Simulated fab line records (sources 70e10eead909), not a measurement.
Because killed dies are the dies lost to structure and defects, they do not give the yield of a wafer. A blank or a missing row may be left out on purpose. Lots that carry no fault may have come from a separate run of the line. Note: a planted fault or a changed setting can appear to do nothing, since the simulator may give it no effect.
Struck lot and sound lot, side by side -- flow nandHarc -- 33 out of 1302 route steps
Sound: the wafers L194.2, L194.3, L194.5. Struck: wafer L203.2 (left out: L203.4, L203.5 of the same lot, which were not struck); the cause appears at the end.
At each step with rows: each side's tool, then ch and its chambers, then its first start. Under that, the readings that differ: sound wafers -- struck wafers -- difference of the means -- sigmas: that difference in standard deviations of wafers without a fault.
alike: words and numbers the same on both sides, and readings whose means are apart by under 2 such deviations; not compared: readings that were withheld, readings missing a value for some wafer, numbers with overlapping values and no deviation given by the record, and bounds like >300 which may hide the same value.
Wherever a step has rows on one side only, a row that says differs or no value, or a row with sigmas, the two part there. When numbers do not overlap yet have no deviation, they are printed without sigmas and do not part them. Lack of a reading on every wafer of one side parts them only where that side has two or more wafers.

first, 11 steps without rows for these wafers: NHARC_A_CHANNEL_HOLE_D1_DEP_00 (deposits aC, target thk 3100 nm); NHARC_A_CHANNEL_HOLE_D1_DEP_01 (deposits SiON, target thk 140 nm); NHARC_A_CHANNEL_HOLE_D1_DEHYDRATE_02 (time 120 s); NHARC_A_CHANNEL_HOLE_D1_HMDS_03 (time 30 s); NHARC_A_CHANNEL_HOLE_D1_COAT_36 (time 75 s); NHARC_A_CHANNEL_HOLE_D1_COAT_37 (time 65 s); NHARC_A_CHANNEL_HOLE_D1_COAT_04 (resist thk 90 nm); NHARC_A_CHANNEL_HOLE_D1_SOFTBAKE_05 (time 55 s); NHARC_A_CHANNEL_HOLE_D1_EBR_06; NHARC_A_CHANNEL_HOLE_D1_EXPOSE_07 (exposes mask HOLE D1, target cd 100 nm); NHARC_A_CHANNEL_HOLE_D1_PEB_08 (peb time 65 s).
NHARC_A_CHANNEL_HOLE_D1_DEVELOP_09: develop time 35 s.
  sound on lithoTrack-04 ch 0, day 11 02:00; struck on lithoTrack-04 ch 0, day 15 03:00
NHARC_A_CHANNEL_HOLE_D1_CD_MEAS_10 targets a cd of 100 nm.
  sound on cdSem-03 ch 0, day 11 02:05; struck on cdSem-03 ch 0, day 15 03:40
reading,sound,struck,difference,sigmas
cdNm (nm),99.3 99.5 99.7,101.7,+2.2,+5
NHARC_A_CHANNEL_HOLE_D1_DESCUM_15: chemistry O2, time 3 s.
  sound on rieDiel-06 ch 0,3, day 11 02:17; struck on rieDiel-06 ch 2, day 15 03:50
reading,sound,struck,difference,sigmas
drypumpMotorCurrentA (A),6.1 6.2 6.1,5.3,-0.8,-2
model.A_CHANNEL_HOLE_D1.cdNm (nm),99.21 99.38 99.64,101.1,+1.7,
  alike: mfcArSccm, oesProductAu, rfVppV, showerheadPlenumPTorr, throttleValvePct
  not compared: rfHoursCounterH
then, 16 steps without rows for these wafers: NHARC_A_CHANNEL_HOLE_D1_ETCH_38 (etches the open film in CF4, target depth 39 nm, time 65 s); NHARC_A_CHANNEL_HOLE_D1_ETCH_39 (etches the open film in N2/H2, target depth 260 nm, time 325 s); NHARC_A_CHANNEL_HOLE_D1_ETCH_34 (etches the open film in CF4/CHF3, target depth 154 nm, time 77 s); NHARC_A_CHANNEL_HOLE_D1_ETCH_16 (etches the open film in O2/COS, target depth 3100 nm, time 806 s); NHARC_A_CHANNEL_HOLE_D1_ETCH_19 (etches the open film in C4F8/O2/Ar, time 34.5 s); NHARC_A_CHANNEL_HOLE_D1_ETCH_20 (etches the open film in C4F8/O2/Ar, time 361.9 s, target depth 1600 nm); NHARC_A_CHANNEL_HOLE_D1_ETCH_21 (etches the open film in C4F8/O2/Ar, time 514.3 s, target depth 1600 nm); NHARC_A_CHANNEL_HOLE_D1_ETCH_22 (etches the open film in C4F8/O2/Ar, time 666.7 s, target depth 1600 nm); NHARC_A_CHANNEL_HOLE_D1_ETCH_23 (etches the open film in C4F8/O2/Ar, time 819 s, target depth 1600 nm); NHARC_A_CHANNEL_HOLE_D1_ETCH_24 (etches the open film in C4F8/O2/Ar, time 906.2 s, target depth 1500 nm); NHARC_A_CHANNEL_HOLE_D1_ETCH_25 (etches the open film in C4F8/O2/Ar, time 1040.2 s, target depth 1500 nm); NHARC_A_CHANNEL_HOLE_D1_ETCH_26 (etches the open film in C4F8/O2/Ar, time 224.1 s, target depth 300 nm); NHARC_A_CHANNEL_HOLE_D1_ETCH_33 (etches the open film in C4F8/O2/Ar, time 90 s, target depth 400 nm); NHARC_A_CHANNEL_HOLE_D1_STRIP_41 (strips in N2/H2); NHARC_A_CHANNEL_HOLE_D1_STRIP_42 (strips in CF4/CHF3); NHARC_A_CHANNEL_HOLE_D1_STRIP_43 (strips in O2/COS).
NHARC_A_CHANNEL_HOLE_D1_ETCH_44: etches the open film in CF4/O2, target depth 140 nm, overetch 14 nm, time 77 s.
  sound on rieDiel-06 ch 0,1, day 11 08:53; struck on rieDiel-06 ch 0, day 15 14:20
reading,sound,struck,difference,sigmas
model.A_CHANNEL_HOLE_D1.cdNm (nm),89.73 89.86 89.52,92.18,+2.48,
  alike: drypumpMotorCurrentA, mfcArSccm, oes_f_703_au, oesProductAu, rfVppV, showerheadPlenumPTorr, throttleValvePct
  not compared: rfHoursCounterH
then, 1 step without rows for these wafers: NHARC_A_CHANNEL_HOLE_D1_STRIP_27 (strips in O2).
-- break in the record here, with 16 days between the starts of the struck wafers on either side (left off in module A_CHANNEL_HOLE_D1, picked up again in module END, where the first step shown is number 1302 on the route) --
NHARC_END_SORT_01:
  the record has rows for the struck wafers here (prober-01 ch 0, day 31 13:02) and none for the sound ones

== WHERE THEY PART ==
Last at NHARC_END_SORT_01 as far as this record goes, first at NHARC_A_CHANNEL_HOLE_D1_CD_MEAS_10.

WHY: what the simulator had put in
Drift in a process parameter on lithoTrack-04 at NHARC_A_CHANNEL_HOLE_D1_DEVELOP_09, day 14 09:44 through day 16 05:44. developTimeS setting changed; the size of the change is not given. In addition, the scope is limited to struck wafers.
